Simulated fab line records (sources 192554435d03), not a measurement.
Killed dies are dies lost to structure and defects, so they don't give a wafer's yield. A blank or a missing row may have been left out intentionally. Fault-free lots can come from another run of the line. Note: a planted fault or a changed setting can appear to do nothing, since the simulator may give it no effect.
Which tool is to blame? -- flow n5Finfet -- 69 wafers from 23 lots sampled at 5 of the route's 1938 steps

## WHAT THE GAUGES SHOWED, per wafer
N5_BEOL_M11_CD_MEAS_28: the cd target is 70 nm.
lot,measured,on,cdNm (nm)
L074,day 10 03:46,cdSem-02,69.9 71.1 68.0
L076,day 10 11:26,cdSem-01,70.8 70.5 71.7
L075,day 10 14:47,cdSem-02,70.1 69.8 70.5
L077,day 10 17:43,cdSem-03,70.1 68.6 70.1
L078,day 11 11:40,cdSem-03,71.4 71.4 70.9
L080,day 12 00:02,cdSem-03,69.5 69.0 69.3
L079,day 11 23:52,cdSem-01,70.8 70.5 70.3
L081,day 12 06:56,cdSem-01,68.1 68.6 67.7
L083,day 12 17:28,cdSem-02,69.2 69.3 69.1
L084,day 12 17:00,cdSem-01,69.8 69.3 68.9
L085,day 13 14:05,cdSem-01,69.9 70.9 69.1
L087,day 13 16:26,cdSem-01,71.5 70.7 71.2
L086,day 13 23:44,cdSem-03,68.9 70.4 69.8
L089,day 13 23:54,cdSem-02,70.5 70.3 70.6
L088,day 14 20:32,cdSem-02,70.6 69.9 70.9
L090,day 14 22:39,cdSem-01,68.3 68.4 70.1
L092,day 15 02:48,cdSem-02,70.0 69.3 69.5
L091,day 15 03:14,cdSem-03,68.5 69.9 69.4
L093,day 15 22:21,cdSem-02,71.8 69.2 70.6
L094,day 16 03:51,cdSem-03,73.4 73.4 73.0
L097,day 16 07:44,cdSem-02,70.4 70.2 70.1
L096,day 16 11:41,cdSem-02,70.0 68.8 69.5
L095,day 16 11:31,cdSem-02,70.7 71.0 70.1

N5_BEOL_M11_OVL_MEAS_29.
lot,measured,on,V10_OVL (nm)
L074,day 10 03:47,overlay-02,0.3 1.3 0.3
L076,day 10 11:28,overlay-02,0.5 0.3 0.8
L075,day 10 14:49,overlay-02,1.1 0.8 1.2
L077,day 10 17:45,overlay-01,0.7 1.3 1.3
L078,day 11 11:42,overlay-02,0.0 0.4 1.0
L080,day 12 00:04,overlay-02,-1.1 0.9 -1.1
L079,day 11 23:53,overlay-02,0.2 -0.8 0.1
L081,day 12 06:57,overlay-01,-0.1 -0.3 -0.2
L083,day 12 17:29,overlay-02,0.2 -0.4 -0.1
L084,day 12 17:02,overlay-02,0.2 -0.4 0.4
L085,day 13 14:07,overlay-01,1.3 0.8 0.8
L087,day 13 16:28,overlay-01,-1.2 -0.7 0.1
L086,day 13 23:46,overlay-02,0.3 0.4 0.4
L089,day 13 23:56,overlay-01,1.1 0.9 0.3
L088,day 14 20:34,overlay-01,-0.6 0.0 0.1
L090,day 14 22:41,overlay-01,-0.3 0.1 0.6
L092,day 15 02:50,overlay-02,0.1 0.1 -0.4
L091,day 15 03:16,overlay-01,0.9 -0.3 0.7
L093,day 15 22:23,overlay-02,-0.2 -0.2 -0.7
L094,day 16 03:53,overlay-02,-0.3 -0.6 -0.5
L097,day 16 07:46,overlay-01,1.3 1.7 1.4
L096,day 16 11:43,overlay-02,-0.9 0.0 -0.1
L095,day 16 11:32,overlay-01,0.2 0.7 0.9

## WHAT TOOL EACH LOT RAN ON (gives the tool, then ch and the chambers of the sampled wafers, and finally the start)
lot,N5_BEOL_M10_CMP_52,N5_BEOL_M11_STRIP_67,N5_BEOL_M11_HM_OPEN_17
L074,"cmp-03 ch 1,2,3, day 9 22:25","rieDiel-06 ch 0,1,3, day 10 02:09","rieMetal-01 ch 0,1, day 10 02:11"
L076,"cmp-03 ch 0,2,3, day 10 06:11","rieDiel-06 ch 1,2,3, day 10 08:28","rieMetal-02 ch 0,1, day 10 08:30"
L075,"cmp-04 ch 1,2,3, day 10 08:06","rieDiel-06 ch 1,2,3, day 10 13:38","rieMetal-02 ch 0,1, day 10 13:40"
L077,"cmp-03 ch 2,3, day 10 14:22","rieDiel-01 ch 0,2, day 10 16:45","rieMetal-03 ch 0,1, day 10 16:47"
L078,"cmp-01 ch 0,1, day 11 02:52","rieDiel-01 ch 0,3, day 11 07:23","rieMetal-02 ch 0,1, day 11 07:25"
L080,"cmp-01 ch 0,2,3, day 11 14:22","rieDiel-06 ch 1,2,3, day 11 21:20","rieMetal-01 ch 0,1, day 11 21:24"
L079,"cmp-01 ch 2,3, day 11 14:53","rieDiel-02 ch 0,1,2, day 11 21:50","rieMetal-01 ch 0,1, day 11 21:53"
L081,"cmp-01 ch 0,3, day 12 02:53","rieDiel-01 ch 2,3, day 12 06:14","rieMetal-01 ch 0,1, day 12 06:18"
L083,"cmp-03 ch 0,1,2, day 12 11:25","rieDiel-02 ch 1,2,3, day 12 14:52","rieMetal-03 ch 0, day 12 14:54"
L084,"cmp-01 ch 0,2,3, day 12 12:37","rieDiel-06 ch 2,3, day 12 15:26","rieMetal-03 ch 0,1, day 12 15:29"
L085,"cmp-04 ch 0,3, day 13 09:20","rieDiel-06 ch 1,2,3, day 13 12:08","rieMetal-01 ch 0,1, day 13 12:11"
L087,"cmp-01 ch 0,3, day 13 13:11","rieDiel-02 ch 0,1,3, day 13 15:44","rieMetal-01 ch 0,1, day 13 15:46"
L086,"cmp-03 ch 0,1,2, day 13 16:23","rieDiel-01 ch 0,2,3, day 13 19:47","rieMetal-02 ch 0,1, day 13 19:49"
L089,"cmp-04 ch 0,1,2, day 13 16:53","rieDiel-06 ch 0,1,3, day 13 20:14","rieMetal-02 ch 0,1, day 13 20:17"
L088,"cmp-03 ch 0,2, day 14 16:58","rieDiel-02 ch 0,2, day 14 19:08","rieMetal-02 ch 0, day 14 19:11"
L090,"cmp-04 ch 1,2,3, day 14 19:04","rieDiel-06 ch 0,2,3, day 14 22:01","rieMetal-01 ch 0,1, day 14 22:05"
L092,"cmp-01 ch 0,2,3, day 14 23:28","rieDiel-01 ch 0,2,3, day 15 01:56","rieMetal-01 ch 0,1, day 15 01:59"
L091,"cmp-04 ch 2,3, day 14 23:48","rieDiel-06 ch 0,2,3, day 15 02:04","rieMetal-03 ch 0,1, day 15 02:06"
L093,"cmp-03 ch 0,1,2, day 15 19:07","rieDiel-02 ch 1,3, day 15 21:50","rieMetal-01 ch 0,1, day 15 21:53"
L094,"cmp-01 ch 0,2, day 15 23:11","rieDiel-02 ch 0,1,2, day 16 03:13","rieMetal-02 ch 0,1, day 16 03:16"
L097,"cmp-04 ch 0,1,2, day 16 00:44","rieDiel-06 ch 0,1,2, day 16 03:39","rieMetal-03 ch 0,1, day 16 03:41"
L096,"cmp-04 ch 0,2,3, day 16 04:58","rieDiel-01 ch 0,2, day 16 08:59","rieMetal-03 ch 0, day 16 09:02"
L095,"cmp-04 ch 2,3, day 16 05:17","rieDiel-06 ch 0,1,3, day 16 09:25","rieMetal-02 ch 0,1, day 16 09:29"
- N5_BEOL_M10_CMP_52: polishes, stops on SiCOH lowk, t overpolish 7 s, target thk 140 nm.
- N5_BEOL_M11_STRIP_67: strips in CF4.
- N5_BEOL_M11_HM_OPEN_17: chemistry Cl2/BCl3, target TiN, target depth 20 nm, overetch 6 nm.

## WHAT THE TOOLS THEMSELVES READ (means of the sampled wafers that have a number; where no wafer has one, the mark that the record gives instead)
N5_BEOL_M10_CMP_52.
lot,tool,barrierFieldEndpointS (s),motorCurrentA (A),overpolishRunS (s),timeToEndpointS (s)
L074,cmp-03,28.6,5.8,6.998,65
L076,cmp-03,28.7,6.0,7.007,65
L075,cmp-04,30.0,6.4,6.999,72
L077,cmp-03,28.5,5.8,7.001,66
L078,cmp-01,30.0,5.7,7.001,72
L080,cmp-01,30.0,6.0,7.003,70
L079,cmp-01,29.7,5.7,6.999,67
L081,cmp-01,29.6,6.0,6.997,71
L083,cmp-03,29.4,6.3,6.992,67
L084,cmp-01,29.7,5.8,7.002,70
L085,cmp-04,29.1,6.3,6.997,68
L087,cmp-01,29.4,5.9,7.001,68
L086,cmp-03,29.0,6.2,7.002,67
L089,cmp-04,30.1,5.9,6.993,70
L088,cmp-03,28.8,6.0,6.995,65
L090,cmp-04,30.0,6.6,6.996,70
L092,cmp-01,29.0,5.8,6.995,68
L091,cmp-04,28.8,6.5,7.007,67
L093,cmp-03,29.3,6.0,6.999,67
L094,cmp-01,29.2,5.9,6.991,71
L097,cmp-04,29.7,5.9,6.996,71
L096,cmp-04,29.8,6.2,7.011,69
L095,cmp-04,29.5,6.6,7.005,72

N5_BEOL_M11_STRIP_67.
lot,tool,chamberPressureMTorr (mTorr),drypumpMotorCurrentA (A),oesProductAu (a.u.),rfVppV (V),showerheadPlenumPTorr (Torr),throttleValvePct (%)
L074,rieDiel-06,49.97,5.66,0.74,270.9,1.81,13.64
L076,rieDiel-06,50.02,5.54,0.75,272.4,1.83,13.51
L075,rieDiel-06,49.99,5.54,0.75,271.5,1.83,13.51
L077,rieDiel-01,49.95,5.64,0.71,271.4,1.80,13.99
L078,rieDiel-01,50.02,5.24,0.80,271.4,1.77,13.70
L080,rieDiel-06,49.99,5.54,0.74,271.5,1.83,13.54
L079,rieDiel-02,50.01,5.53,0.86,271.3,1.79,13.29
L081,rieDiel-01,50.01,5.34,0.87,271.7,1.81,13.68
L083,rieDiel-02,49.94,5.61,0.78,269.8,1.75,13.49
L084,rieDiel-06,49.98,5.57,0.74,272.7,1.86,13.45
L085,rieDiel-06,50.01,5.53,0.73,272.6,1.83,13.55
L087,rieDiel-02,50.00,5.35,0.81,270.6,1.75,13.49
L086,rieDiel-01,50.01,5.42,0.83,270.8,1.78,13.68
L089,rieDiel-06,50.00,5.65,0.81,271.3,1.80,13.50
L088,rieDiel-02,50.02,5.35,0.85,272.3,1.81,13.24
L090,rieDiel-06,50.01,5.70,0.81,272.6,1.83,13.43
L092,rieDiel-01,50.02,5.45,0.81,271.6,1.78,13.72
L091,rieDiel-06,50.01,5.71,0.80,271.3,1.83,13.44
L093,rieDiel-02,50.04,5.44,0.74,270.0,1.71,13.69
L094,rieDiel-02,49.96,5.52,0.81,270.6,1.78,13.38
L097,rieDiel-06,50.00,5.53,0.86,271.2,1.80,13.46
L096,rieDiel-01,49.99,5.65,0.83,271.4,1.79,13.69
L095,rieDiel-06,50.02,5.65,0.88,271.0,1.80,13.35

N5_BEOL_M11_HM_OPEN_17.
lot,tool,chamberPressureMTorr (mTorr),drypumpMotorCurrentA (A),mfcCl2Sccm (sccm),oesProductAu (a.u.),throttleValvePct (%)
L074,rieMetal-01,10.007,5.0,53.28,0.68,21.81
L076,rieMetal-02,10.001,5.7,53.28,0.66,22.06
L075,rieMetal-02,10.001,5.6,53.44,0.65,22.07
L077,rieMetal-03,9.998,5.5,53.08,0.55,22.55
L078,rieMetal-02,10.001,5.6,53.40,0.66,22.07
L080,rieMetal-01,9.998,4.9,53.29,0.64,21.90
L079,rieMetal-01,9.992,4.9,53.06,0.65,21.90
L081,rieMetal-01,9.995,4.9,53.28,0.64,21.92
L083,rieMetal-03,9.994,4.8,53.12,0.58,22.16
L084,rieMetal-03,10.004,5.2,53.44,0.57,22.34
L085,rieMetal-01,9.997,5.0,53.23,0.67,21.81
L087,rieMetal-01,9.992,4.9,53.21,0.64,21.92
L086,rieMetal-02,10.003,5.6,53.21,0.63,22.09
L089,rieMetal-02,10.007,5.6,53.21,0.64,22.08
L088,rieMetal-02,10.001,5.5,53.65,0.63,22.20
L090,rieMetal-01,9.999,5.0,53.24,0.66,21.83
L092,rieMetal-01,10.002,4.9,53.12,0.63,21.93
L091,rieMetal-03,9.998,5.5,53.20,0.75,22.48
L093,rieMetal-01,10.002,4.9,53.13,0.63,21.93
L094,rieMetal-02,10.001,5.8,53.23,0.62,21.99
L097,rieMetal-03,10.006,5.2,53.18,0.65,22.34
L096,rieMetal-03,9.996,4.8,53.47,0.57,22.19
L095,rieMetal-02,10.011,5.7,53.33,0.63,22.09

## THE ANSWER, worked out from the rows above alone
Rule: the usual values come from the lots themselves. The widest of any qualifying gaps counts: lots, ordered by their means at a reading, are off when they make up no more than a third of the lots, leave a main group of 4 or more, and stand apart from it by 3 or more times the standard deviation of that group's means. If all means in a main group match to the digits the tables above print for the reading, that group is not used. Also off: a lot with no number at a reading for which 4 or more lots have one. Any other lot the step has rows for is counted as sound. First the gauges in route order, then the tools' own readings, where a lot's mean is used as printed above. At the first step where some lot is off, the reading lying furthest off is the one used; lots without a number count as furthest.
None of the lots is off at any reading shown; this tells nothing.

## WHAT HAD BEEN PUT IN BY THE SIMULATOR
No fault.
